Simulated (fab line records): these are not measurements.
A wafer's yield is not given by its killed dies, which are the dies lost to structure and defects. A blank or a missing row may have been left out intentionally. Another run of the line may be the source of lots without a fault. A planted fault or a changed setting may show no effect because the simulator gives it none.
fab line records | flow nand_harc
record: lots: 24 wafers: 72 last_day: 33
route steps=1302 shown A_SGD_CUT@921 A_WL_FILL@972 A_CONTACT@986
lots that met no fault: from a run of the same line without faults
start_h: hours from the record's first day to the start of the lot's first wafer shown | wait_h: hours elapsed since this lot's preceding step | " unchanged from the row above | L1.1+2: several wafers, shown together as one row | - either no value or no given start | * or withheld: withheld | < > ~ a bound
route shown NAME@n: names a module that has steps shown in the file, with the first one's number in the route | usual: mean/standard deviation of fault-free wafers | same: alike in all rows | chamber/n: place in a boat | sites: each site's reading | _std_site: standard deviation across them | _edge_site: mean of outer sites minus mean of inner sites | radius_mm: how far each site lies from the wafer's centre | mask NAME#n: copy n | behind: the most recent tool/chamber to have shaped the wafer | hold: why the lot was held/for how many hours/how that ended | device: the transistor (n, p or np) that didn't switch | end of line: the same wafers' tests at the end of the route | step lacking rows: just its recipe | killed: the dies lost at the first sort to structure and to defects; this is not the yield of the wafer | map: shows each die of a wafer: x if killed, . if not, _ if none is there
set.NAME: the setting the step ran with; set.NAME@STEP: the setting that earlier step ran with | model.NAME: the simulator's own value behind a step, which no gauge read
the route's steps for a sample of lots (tables are steps, rows are wafers)
services: a tool's chamber out of use, with start hour (start_h, from the record's first day; less than 0 if before it), hours out, and reason
== steps ==
step: NHARC_A_SGD_CUT_INSPECT_25
usual: raw_defect_count: 388/83
columns lot.wafer tool chamber start_h wait_h raw_defect_count
L074.1 defect_inspect-01 - 443.32 - 350
L074.3 " - " " 357
L074.6 " - " " 539
L075.3 defect_inspect-01 - 461.27 - 314
L075.5 " - " " 496
L075.6 " - " " 458
L076.2 defect_inspect-02 - 461.27 - 427
L076.3 " - " " 507
L076.4 " - " " 360
L077.3 defect_inspect-01 - 478.72 - 601
L077.4 " - " " 333
L077.5 " - " " 472
L078.2 defect_inspect-01 - 485.27 - 502
L078.3 " - " " 443
L078.6 " - " " 367
L079.1 defect_inspect-02 - 506.71 - 344
L079.2 " - " " 326
L079.6 " - " " 362
L080.1 defect_inspect-02 - 516.71 - 443
L080.4 " - " " 445
L080.5 " - " " 388
L081.1 defect_inspect-01 - 516.72 - 364
L081.4 " - " " 307
L081.6 " - " " 328
L082.2 defect_inspect-01 - 527.05 - 371
L082.5 " - " " 330
L082.6 " - " " 294
L085.1 defect_inspect-01 - 539.78 - 282
L085.4 " - " " 225
L085.5 " - " " 396
L084.3 defect_inspect-02 - 539.80 - 339
L084.4 " - " " 466
L084.5 " - " " 302
L083.2 defect_inspect-02 - 552.76 - 468
L083.4 " - " " 543
L083.6 " - " " 387
L086.2 defect_inspect-02 - 565.76 - 337
L086.3 " - " " 305
L086.4 " - " " 354
L087.2 defect_inspect-02 - 582.51 - 492
L087.3 " - " " 305
L087.4 " - " " 462
L088.3 defect_inspect-01 - 596.22 - 440
L088.4 " - " " 421
L088.6 " - " " 423
L089.4 defect_inspect-01 - 596.26 - 467
L089.5 " - " " 418
L089.6 " - " " 452
L090.1 defect_inspect-02 - 605.83 - 317
L090.4 " - " " 276
L090.6 " - " " 258
L091.2 defect_inspect-01 - 605.89 - 375
L091.3 " - " " 572
L091.5 " - " " 378
L092.3 defect_inspect-01 - 628.17 0.1 316
L092.4 " - " " 452
L092.5 " - " " 514
L093.1 defect_inspect-02 - 633.15 - 341
L093.2 " - " " 452
L093.3 " - " " 392
L095.3 defect_inspect-02 - 661.53 - 245
L095.5 " - " " 216
L095.6 " - " " 191
L094.2 defect_inspect-01 - 661.54 - 383
L094.3 " - " " 362
L094.5 " - " " 364
L096.2 defect_inspect-02 - 679.58 - 278
L096.3 " - " " 300
L096.6 " - " " 285
L097.3 defect_inspect-01 - 679.58 - 391
L097.5 " - " " 349
L097.6 " - " " 287
step: NHARC_A_WL_FILL_ETCHBACK_26
recipe: target_depth_a: 520 time_s: 13.3 hbr_flow_sccm: 150 rf_w: 350 icp_w: 350 bias_w: 60 chemistry: HBr
usual: drypump_motor_current_A: 5.6/0.38 oes_product_au: 1.001/0.0085 throttle_valve_pct: 23.266/0.0091
columns lot.wafer tool chamber start_h wait_h drypump_motor_current_A oes_product_au rf_hours_counter_h throttle_valve_pct
L074.1 rie_si-01 2 483.80 0.4 5.8 1.011 0.65 23.250
L074.3 " 3 " " 5.9 1.004 0.68 23.269
L074.6 " 2 " " 5.7 0.999 - 23.274
L076.4 rie_si-01 3 496.51 0.4 5.9 1.006 0.83 23.265
L076.3 " 1 " " 5.4 0.997 0.68 23.249
L076.2 " 2 " " 5.7 1.007 0.79 23.273
L075.3 rie_si-05 3 496.54 0.4 5.8 0.988 0.02 23.268
L075.6 " 0 " " 5.0 1.000 - 23.251
L075.5 " 1 " " 5.1 1.009 - 23.281
L077.4 rie_si-03 0 524.94 0.4 5.5 0.997 0.87 23.260
L077.3 " 1 " " 5.7 0.996 0.66 23.253
L077.5 " 3 " " 5.5 0.994 - 23.262
L078.2 rie_si-01 0 524.94 0.4 6.3 0.988 0.90 23.270
L078.3 " 1 " " 5.4 1.000 0.84 23.279
L078.6 " 3 " " 5.9 1.001 - 23.267
L079.1 rie_si-05 0 545.69 0.4 5.0 1.013 0.35 23.272
L079.2 " 3 " " 5.8 0.999 0.37 23.265
L079.6 " 0 " " 5.0 1.000 - 23.277
L081.4 rie_si-05 2 551.48 0.4 5.9 0.996 0.35 23.283
L081.1 " 1 " " 5.1 1.010 0.34 23.251
L081.6 " 2 " " 5.9 0.994 - 23.273
L080.4 rie_si-03 0 551.50 0.4 5.5 1.012 1.08 23.281
L080.1 " 1 " " 5.7 0.992 0.80 23.268
L080.5 " 0 " " 5.5 1.006 - 23.263
L082.2 rie_si-05 0 564.12 0.4 5.0 1.011 0.44 23.277
L082.5 " 3 " " 5.8 0.996 - 23.276
L082.6 " 0 " " 5.0 1.008 - 23.265
L085.1 rie_si-05 3 576.58 0.4 5.7 0.998 0.55 23.268
L085.4 " 0 " " 5.0 1.003 0.52 23.255
L085.5 " 3 " " 5.8 0.997 - 23.244
L084.3 rie_si-01 2 579.58 0.4 5.7 0.992 0.29 23.253
L084.4 " 0 " " 6.3 0.991 0.21 23.267
L084.5 " 2 " " 5.7 0.995 - 23.268
L083.2 rie_si-03 0 589.72 0.4 5.5 0.997 0.02 23.257
L083.4 " 1 " " 5.7 1.006 0.05 23.267
L083.6 " 2 " " 5.3 0.998 - 23.245
L086.4 rie_si-01 3 603.05 0.4 5.9 1.007 0.34 23.268
L086.2 " 1 " " 5.4 1.011 0.42 23.274
L086.3 " 2 " " 5.7 1.010 0.42 23.285
L087.2 rie_si-01 3 624.13 0.4 5.9 1.010 0.39 23.260
L087.3 " 0 " " 6.3 0.986 0.45 23.266
L087.4 " 2 " " 5.8 1.000 0.50 23.250
L088.4 rie_si-01 1 634.36 0.4 5.4 1.001 0.56 23.260
L088.3 " 2 " " 5.7 0.997 0.54 23.256
L088.6 " 1 " " 5.4 0.990 - 23.265
L089.4 rie_si-05 1 639.07 0.4 5.1 1.007 0.88 23.254
L089.5 " 0 " " 5.0 1.000 - 23.275
L089.6 " 1 " " 5.1 1.009 - 23.274
L091.3 rie_si-03 0 643.90 0.4 5.5 1.004 0.41 23.259
L091.2 " 2 " " 5.3 1.004 0.40 23.267
L091.5 " 0 " " 5.5 1.005 - 23.258
L090.4 rie_si-05 2 643.90 0.4 5.9 0.996 0.99 23.273
L090.1 " 0 " " 5.0 1.021 0.97 23.274
L090.6 " 1 " " 5.1 0.997 - 23.265
L092.4 rie_si-01 1 666.92 0.4 5.4 1.018 0.81 23.271
L092.3 " 0 " " 6.3 0.997 0.76 23.270
L092.5 " 2 " " 5.7 0.993 - 23.272
L093.1 rie_si-01 0 673.44 0.4 6.3 0.996 0.78 23.266
L093.3 " 1 " " 5.4 1.004 0.85 23.247
L093.2 " 3 " " 5.9 1.004 0.67 23.256
L095.3 rie_si-03 1 697.39 0.4 5.7 1.008 0.71 23.237
L095.5 " 3 " " 5.5 1.007 - 23.269
L095.6 " 0 " " 5.5 1.015 - 23.261
L094.2 rie_si-01 3 702.18 0.4 5.9 0.994 0.83 23.285
L094.3 " 1 " " 5.4 0.986 0.98 23.280
L094.5 " 0 " " 6.3 0.985 - 23.281
L096.3 rie_si-05 3 719.82 0.4 5.8 1.015 0.42 23.280
L096.2 " 2 " " 5.8 0.984 0.35 23.268
L096.6 " 0 " " 5.0 1.005 - 23.265
L097.3 rie_si-03 0 719.83 0.4 5.5 1.022 0.93 23.261
L097.6 " 0 " " 5.5 1.016 - 23.253
L097.5 " 1 " " 5.7 1.014 - 23.253
step: NHARC_A_CONTACT_DEP_29
recipe: target_thk_a: 1000 target_thk_nm: 100 temp_c: 400 pressure_torr: 3.5 flow_sccm: 200 rf_w: 350 material: SiON
usual: heater_power_w: 712/70
columns lot.wafer tool chamber start_h wait_h heater_power_w
L074.1 pecvd-03 1 491.30 3.5 753
L074.3 " 0 " " 685
L074.6 " 1 " " 778
L075.3 pecvd-03 2 502.54 2.1 712
L075.5 " 2 " " 712
L075.6 " 0 " " 719
L076.3 pecvd-02 0 502.62 2.2 802
L076.2 " 1 " " 707
L076.4 " 1 " " 731
L077.3 pecvd-02 1 530.98 2.1 808
L077.4 " 1 " " 779
L077.5 " 2 " " 640
L078.3 pecvd-01 2 531.14 2.3 703
L078.2 " 0 " " 737
L078.6 " 1 " " 671
L079.2 pecvd-02 0 552.72 2.8 763
L079.1 " 1 " " 689
L079.6 " 0 " " 781
L080.1 pecvd-02 0 561.41 3.6 713
L080.5 " 1 " " 800
L080.4 " 2 " " 560
L081.1 pecvd-03 2 561.53 3.8 657
L081.6 " 2 " " 652
L081.4 " 1 " " 674
L082.2 pecvd-02 1 570.19 2.9 783
L082.6 " 1 " " 780
L082.5 " 2 " " 623
L085.1 pecvd-02 1 582.59 3.6 744
L085.4 " 0 " " 710
L085.5 " 1 " " 738
L084.3 pecvd-02 1 588.29 2.2 757
L084.5 " 2 " " 660
L084.4 " 0 " " 800
L083.2 pecvd-01 0 595.73 2.8 776
L083.4 " 0 " " 778
L083.6 " 2 " " 732
L086.3 pecvd-01 2 610.26 2.2 742
L086.2 " 0 " " 787
L086.4 " 2 " " 737
L087.2 pecvd-02 1 630.19 2.8 705
L087.3 " 2 " " 601
L087.4 " 2 " " 628
L088.3 pecvd-01 0 640.92 2.3 811
L088.4 " 2 " " 700
L088.6 " 0 " " 810
L089.6 pecvd-03 0 645.69 0.1 721
L089.4 " 1 " " 672
L089.5 " 2 " " 745
L091.2 pecvd-01 0 650.41 2.9 778
L091.3 " 0 " " 787
L091.5 " 2 " " 591
L090.1 pecvd-02 1 650.45 3.6 729
L090.6 " 1 " " 755
L090.4 " 2 " " 667
L092.3 pecvd-02 0 674.76 2.2 817
L092.5 " 2 " " 561
L092.4 " 0 " " 837
L093.2 pecvd-03 0 682.78 2.9 665
L093.1 " 1 " " 744
L093.3 " 2 " " 712
L095.3 pecvd-02 2 703.60 2.3 603
L095.5 " 1 " " 767
L095.6 " 0 " " 826
L094.2 pecvd-01 2 708.29 2.9 699
L094.3 " 1 " " 697
L094.5 " 2 " " 688
L097.3 pecvd-03 2 725.89 2.2 682
L097.6 " 1 " " 674
L097.5 " 0 " " 700
L096.3 pecvd-02 1 725.91 2.2 838
L096.2 " 0 " " 735
L096.6 " 1 " " 836
step: NHARC_A_CONTACT_ETCH_115
recipe: source_w: withheld pressure_mtorr: 20 bias_v: 3000 time_s: 190 target_depth_a: 18500 ar_flow_sccm: withheld c4f8_flow_sccm: withheld o2_flow_sccm: withheld chemistry: C4F8/O2/Ar
columns lot.wafer tool chamber start_h wait_h rf_hours_counter_h
L074.1 har_cap_etch-01 0 494.73 0.1 128
L074.3 " 0 " " -
L074.6 " 0 " " -
L075.3 har_cap_etch-03 1 506.05 0.1 -
L075.5 " 1 " " -
L075.6 " 0 " " -
L076.2 har_cap_etch-02 1 507.06 0.1 83
L076.3 " 0 " " -
L076.4 " 1 " " -
L077.4 har_cap_etch-03 1 534.48 0.1 -
L077.3 " 0 " " -
L077.5 " 0 " " -
L078.2 har_cap_etch-02 1 534.63 0.1 91
L078.3 " 1 " " -
L078.6 " 0 " " -
L079.2 har_cap_etch-03 1 556.06 0.1 48
L079.1 " 0 " " 48
L079.6 " 0 " " -
L080.1 har_cap_etch-02 0 564.67 0.1 94
L080.4 " 0 " " -
L080.5 " 1 " " -
L081.1 har_cap_etch-01 0 564.86 0.1 8
L081.4 " 0 " " -
L081.6 " 1 " " -
L082.2 har_cap_etch-02 0 573.55 0.1 97
L082.6 " 1 " " -
L082.5 " 0 " " -
L085.1 har_cap_etch-02 0 586.11 0.1 101
L085.4 " 1 " " -
L085.5 " 0 " " -
L084.3 har_cap_etch-03 1 591.83 0.1 -
L084.4 " 0 " " -
L084.5 " 0 " " -
L083.2 har_cap_etch-01 0 599.41 0.1 15
L083.4 " 1 " " -
L083.6 " 0 " " -
L086.2 har_cap_etch-02 0 613.57 0.1 107
L086.4 " 1 " " -
L086.3 " 0 " " -
L087.2 har_cap_etch-01 1 633.86 0.1 21
L087.3 " 0 " " -
L087.4 " 1 " " -
L088.3 har_cap_etch-02 1 644.39 0.1 -
L088.4 " 0 " " -
L088.6 " 1 " " -
L089.4 har_cap_etch-03 0 653.10 0.1 -
L089.5 " 0 " " -
L089.6 " 1 " " -
L090.1 har_cap_etch-02 1 654.06 0.1 113
L090.4 " 0 " " -
L090.6 " 0 " " -
L091.2 har_cap_etch-01 0 655.45 0.1 24
L091.3 " 0 " " -
L091.5 " 1 " " -
L092.4 har_cap_etch-03 1 678.24 0.1 -
L092.3 " 0 " " -
L092.5 " 1 " " -
L093.2 har_cap_etch-01 1 686.10 0.1 30
L093.1 " 0 " " 30
L093.3 " 1 " " -
L095.3 har_cap_etch-03 0 707.09 0.1 -
L095.5 " 1 " " -
L095.6 " 0 " " -
L094.2 har_cap_etch-01 0 712.04 0.2 33
L094.3 " 0 " " -
L094.5 " 1 " " -
L097.3 har_cap_etch-01 1 729.38 0.1 -
L097.5 " 0 " " -
L097.6 " 1 " " -
L096.2 har_cap_etch-02 0 729.82 0.1 124
L096.3 " 0 " " -
L096.6 " 1 " " -
step: NHARC_A_CONTACT_ETCH_117
recipe: source_w: withheld pressure_mtorr: 20 bias_v: 3000 time_s: 190 target_depth_a: 18500 ar_flow_sccm: withheld c4f8_flow_sccm: withheld o2_flow_sccm: withheld chemistry: C4F8/O2/Ar
columns lot.wafer tool chamber start_h wait_h rf_hours_counter_h
L074.1 har_cap_etch-01 0 495.07 0.1 128
L074.3 " 0 " " -
L074.6 " 0 " " -
L075.3 har_cap_etch-03 1 506.39 0.1 -
L075.5 " 1 " " -
L075.6 " 0 " " -
L076.2 har_cap_etch-02 1 507.40 0.1 83
L076.3 " 0 " " -
L076.4 " 1 " " -
L077.4 har_cap_etch-03 1 534.82 0.1 -
L077.3 " 0 " " -
L077.5 " 0 " " -
L078.2 har_cap_etch-02 1 534.98 0.1 91
L078.3 " 1 " " -
L078.6 " 0 " " -
L079.2 har_cap_etch-03 1 556.40 0.1 49
L079.1 " 0 " " 49
L079.6 " 0 " " -
L080.1 har_cap_etch-02 0 565.01 0.1 95
L080.4 " 0 " " -
L080.5 " 1 " " -
L081.1 har_cap_etch-01 0 565.20 0.1 8
L081.4 " 0 " " -
L081.6 " 1 " " -
L082.2 har_cap_etch-02 0 573.89 0.1 97
L082.6 " 1 " " -
L082.5 " 0 " " -
L085.1 har_cap_etch-02 0 586.45 0.1 102
L085.4 " 1 " " -
L085.5 " 0 " " -
L084.3 har_cap_etch-03 1 592.17 0.1 -
L084.4 " 0 " " -
L084.5 " 0 " " -
L083.2 har_cap_etch-01 0 599.76 0.1 16
L083.4 " 1 " " -
L083.6 " 0 " " -
L086.2 har_cap_etch-02 0 613.91 0.1 107
L086.4 " 1 " " -
L086.3 " 0 " " -
L087.2 har_cap_etch-01 1 634.21 0.1 21
L087.3 " 0 " " -
L087.4 " 1 " " -
L088.3 har_cap_etch-02 1 644.74 0.1 -
L088.4 " 0 " " -
L088.6 " 1 " " -
L089.4 har_cap_etch-03 0 653.44 0.1 -
L089.5 " 0 " " -
L089.6 " 1 " " -
L090.1 har_cap_etch-02 1 654.39 0.1 113
L090.4 " 0 " " -
L090.6 " 0 " " -
L091.2 har_cap_etch-01 0 655.79 0.1 25
L091.3 " 0 " " -
L091.5 " 1 " " -
L092.4 har_cap_etch-03 1 678.58 0.1 -
L092.3 " 0 " " -
L092.5 " 1 " " -
L093.2 har_cap_etch-01 1 686.44 0.1 30
L093.1 " 0 " " 30
L093.3 " 1 " " -
L095.3 har_cap_etch-03 0 707.43 0.1 -
L095.5 " 1 " " -
L095.6 " 0 " " -
L094.2 har_cap_etch-01 0 712.49 0.2 34
L094.3 " 0 " " -
L094.5 " 1 " " -
L097.3 har_cap_etch-01 1 729.72 0.1 -
L097.5 " 0 " " -
L097.6 " 1 " " -
L096.2 har_cap_etch-02 0 730.16 0.1 125
L096.3 " 0 " " -
L096.6 " 1 " " -
step: NHARC_A_CONTACT_DEP_57
recipe: target_thk_a: 53000 temp_c: 400 material: aC
usual: throttle_valve_pct: 35.000/0.0093
columns lot.wafer tool chamber start_h wait_h throttle_valve_pct
L074.1 acl_dep-01 0 498.37 - 34.998
L074.3 " 0 499.48 - 35.015
L074.6 " 0 501.14 - 34.989
L076.2 acl_dep-03 0 512.20 - 35.007
L076.3 " 0 " " 34.996
L076.4 " 0 " " 34.997
L075.3 acl_dep-01 0 512.30 - 34.997
L075.5 " 0 513.37 - 34.996
L075.6 " 0 " " 34.985
L078.2 acl_dep-01 0 538.83 - 35.001
L078.3 " 0 " " 34.992
L078.6 " 0 540.99 - 34.981
L077.3 acl_dep-02 0 539.06 - 35.002
L077.4 " 0 " " 34.996
L077.5 " 0 " " 35.011
L079.1 acl_dep-02 0 563.22 - 35.004
L079.2 " 0 " " 34.999
L079.6 " 0 565.92 - 35.008
L080.1 acl_dep-01 0 570.02 - 34.983
L080.4 " 0 571.64 - 35.001
L080.5 " 0 " " 35.005
L081.1 acl_dep-02 0 570.18 - 35.003
L081.4 " 0 571.79 - 34.997
L081.6 " 0 572.87 - 35.003
L082.2 acl_dep-01 0 577.60 - 34.996
L082.5 " 0 579.24 - 35.011
L082.6 " 0 " " 34.984
L085.1 acl_dep-01 0 589.60 - 35.008
L085.4 " 0 591.19 - 35.007
L085.5 " 0 " " 35.004
L084.3 acl_dep-02 0 596.39 - 35.003
L084.4 " 0 " " 34.997
L084.5 " 0 " " 35.010
L083.2 acl_dep-02 0 603.55 - 35.020
L083.4 " 0 604.61 - 35.004
L083.6 " 0 605.67 - 34.984
L086.2 acl_dep-03 0 619.30 - 34.995
L086.3 " 0 " " 35.011
L086.4 " 0 " " 34.995
L087.2 acl_dep-01 0 637.88 - 34.992
L087.3 " 0 " " 35.015
L087.4 " 0 " " 34.998
L088.3 acl_dep-01 0 650.29 - 34.992
L088.4 " 0 " " 34.997
L088.6 " 0 651.93 - 34.998
L089.4 acl_dep-01 0 658.17 - 34.999
L089.5 " 0 " " 34.982
L089.6 " 0 " " 34.997
L090.1 acl_dep-03 0 658.65 - 35.012
L090.4 " 0 660.23 - 34.987
L090.6 " 0 661.29 - 35.007
L091.2 acl_dep-01 0 660.33 - 34.984
L091.3 " 0 " " 35.020
L091.5 " 0 661.94 - 35.002
L092.3 acl_dep-01 0 685.68 - 35.008
L092.4 " 0 " " 34.978
L092.5 " 0 " " 35.005
L093.1 acl_dep-02 0 691.59 - 34.996
L093.2 " 0 " " 35.013
L093.3 " 0 " " 35.006
L095.3 acl_dep-02 0 716.04 - 35.010
L095.5 " 0 717.11 - 34.994
L095.6 " 0 " " 34.994
L094.2 acl_dep-01 0 716.84 - 34.988
L094.3 " 0 " " 35.002
L094.5 " 0 718.45 - 35.011
L096.2 acl_dep-03 0 733.94 - 35.013
L096.3 " 0 " " 34.993
L096.6 " 0 736.09 - 35.013
L097.3 acl_dep-01 0 734.40 - 35.029
L097.5 " 0 735.47 - 35.002
L097.6 " 0 " " 34.999
== services ==
columns tool chamber start_h hours kind
rie_si-03 2 470.93 2.3 repair
rie_si-05 - 482.00 9.0 pm
rie_si-03 - 488.36 4.0 repair
har_cap_etch-01 - 489.22 1.1 repair
pecvd-01 - 492.37 13.0 pm
har_cap_etch-01 - 497.00 17.0 pm
rie_si-03 2 543.80 2.3 repair
rie_si-01 - 547.00 9.0 pm
pecvd-03 - 547.28 13.0 pm
acl_dep-01 - 555.18 13.0 pm
pecvd-01 0 567.08 3.6 repair
rie_si-03 - 575.00 9.0 pm
pecvd-02 - 589.00 13.0 pm
rie_si-01 3 606.80 6.3 repair
acl_dep-02 - 611.85 13.0 pm
pecvd-03 - 632.15 0.6 repair
pecvd-01 1 647.24 4.2 repair
rie_si-05 - 659.00 9.0 pm
rie_si-01 - 660.07 0.3 repair
pecvd-01 - 673.37 13.0 pm
acl_dep-02 - 706.01 8.3 repair
rie_si-05 2 714.89 1.1 repair
rie_si-01 - 724.00 9.0 pm
rie_si-05 2 725.80 5.8 repair
== key ==
fault none
